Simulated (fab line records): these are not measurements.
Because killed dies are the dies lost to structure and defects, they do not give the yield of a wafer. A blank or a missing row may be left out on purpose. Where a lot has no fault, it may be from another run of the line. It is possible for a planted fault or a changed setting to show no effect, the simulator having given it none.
Matching of chambers -- flow nandHarc -- NHARC_A_M0_DEP_32 on pecvd-02 has 3 sister chambers
The step deposits SiCN, target thk 30 nm. 3 wafers are shown with their chamber, then 11 later ones without.

EACH WAFER AND ITS CHAMBER
wafer,chamber,heaterPowerW (W)
L089.1,2,569
L089.3,0,612
L092.1,1,431

WAFERS WHOSE CHAMBER IS MISSING
wafer,heaterPowerW (W)
L092.2,500
L092.4,510
L094.1,587
L094.4,470
L094.5,558
L095.1,462
L095.3,480
L095.4,684
L097.1,486
L097.5,685
L097.6,591

WHICH CHAMBER EACH ONE RAN IN
wafer,from the rows above,in truth
L092.2,can't be placed: 1 or 2 or 0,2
L092.4,can't be placed: 2 or 1 or 0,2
L094.1,can't be placed: 2 or 0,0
L094.4,can't be placed: 1 or 2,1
L094.5,can't be placed: 2 or 0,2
L095.1,can't be placed: 1 or 2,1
L095.3,can't be placed: 1 or 2 or 0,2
L095.4,can't be placed: 0 or 2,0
L097.1,can't be placed: 1 or 2 or 0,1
L097.5,can't be placed: 0 or 2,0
L097.6,can't be placed: 0 or 2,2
Correctly placed: 0 of 11. Unplaceable from these rows: 11, with the true chamber sitting among the candidates in 11. Wrongly placed: 0.
How it was worked out, from the rows above alone: a wafer's distance from a chamber is the root of the sum, over the readings, of the square of ((its reading less the chamber's mean) divided by the reading's scatter). If the next closest chamber is less than 2 further off than the closest, the wafer can't be placed; otherwise it belongs to the closest. A chamber's mean is the mean of its shown wafers. The scatter: with one shown wafer a chamber, the root of the mean of the squares of how far each hidden wafer lies from its nearest shown one.
